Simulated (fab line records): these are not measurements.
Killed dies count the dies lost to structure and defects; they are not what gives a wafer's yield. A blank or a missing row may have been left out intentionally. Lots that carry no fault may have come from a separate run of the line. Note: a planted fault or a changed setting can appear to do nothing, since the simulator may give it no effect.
Split-lot trial    flow n5Finfet    21 wafers read across 7 lots, on a route 1938 steps long

## THE SPLIT
At N5_BEOL_M11_EXPOSE_08 (exposes mask M11), the setting doseMj was moved away from the recipe's 53.75 on 10 of the 21 wafers read, by -5.2% to +7.1%. This setting was run at the recipe's value on the other wafers.

## FROM THE SPLIT TO THE READING: what the file shows between them, 10 steps
- N5_BEOL_M11_PEB_09: peb time 60 s
- N5_BEOL_M11_DEVELOP_10: develop time 30 s
- N5_BEOL_M11_CD_MEAS_11: target cd 64.1 nm
- N5_BEOL_M11_DESCUM_16: chemistry O2, time 7.9 s
- N5_BEOL_M11_ETCH_61: etches SiARC in CF4, target depth 39 nm, time 65 s
- N5_BEOL_M11_ETCH_62: etches SOC in N2/H2, target depth 110 nm, overetch 22 nm, time 165 s
- N5_BEOL_M11_STRIP_68: strips in N2/H2
- N5_BEOL_M11_STRIP_67: strips in CF4
- N5_BEOL_M11_HM_OPEN_17: chemistry Cl2/BCl3, target TiN, target depth 20 nm, overetch 6 nm
- N5_BEOL_M11_STRIP_19: strips in O2

## THE READING
cdNm, in nm, at N5_BEOL_M11_CD_MEAS_18 (pitch 140 nm, target cd 70 nm). Fault-free wafers of this fab line usually give 70.0 nm, standard deviation 0.56 nm.

wafer   tool, chamber at the split  doseMj as run  against the recipe  cdNm, nm  against lot-mates on the recipe
L076.2  arfiScanner-01, 0           57.53          +7.0%               73.6      +3.8
L076.4  arfiScanner-01, 0           57.53          +7.0%               74.2      +4.4
L076.6  arfiScanner-01, 0           53.75          recipe              69.8      -
L077.2  arfiScanner-01, 0           55.85          +3.9%               72.1      +0.8
L077.3  arfiScanner-01, 0           55.85          +3.9%               73.3      +2.0
L077.5  arfiScanner-01, 0           53.75          recipe              71.3      -
L078.1  arfiScanner-01, 0           53.75          recipe              70.0      -
L078.3  arfiScanner-01, 0           53.75          recipe              70.8      -
L078.5  arfiScanner-01, 0           50.93          -5.2%               67.8      -2.6
L079.3  arfiScanner-02, 0           53.75          recipe              69.4      -
L079.4  arfiScanner-02, 0           53.75          recipe              70.3      -
L079.6  arfiScanner-02, 0           53.75          recipe              69.6      -
L083.2  arfiScanner-03, 0           56.24          +4.6%               71.9      +1.7
L083.3  arfiScanner-03, 0           53.75          recipe              70.2      -
L083.6  arfiScanner-03, 0           56.24          +4.6%               72.6      +2.4
L093.2  arfiScanner-02, 0           57.58          +7.1%               74.0      +3.6
L093.4  arfiScanner-02, 0           53.75          recipe              70.4      -
L093.6  arfiScanner-02, 0           57.58          +7.1%               75.0      +4.6
L096.2  arfiScanner-02, 0           53.75          recipe              70.5      -
L096.3  arfiScanner-02, 0           53.75          recipe              70.4      -
L096.6  arfiScanner-02, 0           55.83          +3.9%               73.0      +2.5

THE FIT
A straight line over all 21 wafers: cdNm changes by +0.539 nm for each +1% of doseMj; r = +0.96; the points scatter about the line by 0.57 nm.
The same after taking each lot's own level away (the mean of its wafers on the recipe; 21 wafers): +0.539 nm for each +1%; r = +0.97; scatter 0.48 nm.
On that fit, the largest move of doseMj shifts the reading by 3.8 nm.
Measured against the standard deviation above, the lots' own levels, which go from 69.77 to 71.30 nm, span 2.7 times it.
Hence the lot-to-lot level has little effect on the slope; both slopes agree.
Check: +3.86 nm against its lot-mates is what the line predicts for one of the wafers moved furthest among these (+7.1%) when that wafer is left out of the fit. Against them it came out at +3.6 nm.

## THESE WAFERS: OTHER SPLITS
These wafers also went through other splits before the reading. Each is held against what the fit with the lots' levels taken away leaves over:
other split on the same wafers   wafers away from the commonest value  r with cdNm (lot level and that fit taken away)
N5_BEOL_M9_TRENCH_ETCH_37 timeS  3                                     +0.32
N5_BEOL_M11_ILD_DEP_00 timeS     5                                     -0.30

## THE WHOLE CHAIN: every reading that the file lists as answering this split, in the file's order
step                    what it does                                                          reading                                                               change (the file's fit)                r (the file's)
N5_BEOL_M11_CD_MEAS_11  target cd 64.1 nm                                                     cdNm                                                                  +0.584 nm for each +1% of the setting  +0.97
N5_BEOL_M11_ETCH_61     etches SiARC in CF4, target depth 39 nm, time 65 s                    BEOL_M11.cdOffsetNm (the simulator's own value, which no gauge read)  +0.559 nm for each +1% of the setting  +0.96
N5_BEOL_M11_ETCH_62     etches SOC in N2/H2, target depth 110 nm, overetch 22 nm, time 165 s  BEOL_M11.cdOffsetNm (the simulator's own value, which no gauge read)  +0.52 nm for each +1% of the setting   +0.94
N5_BEOL_M11_CD_MEAS_18  pitch 140 nm, target cd 70 nm                                         cdNm                                                                  +0.538 nm for each +1% of the setting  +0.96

## FILE'S OWN FIT
cdNm changes by +0.538 nm for each +1% of doseMj, r = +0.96.
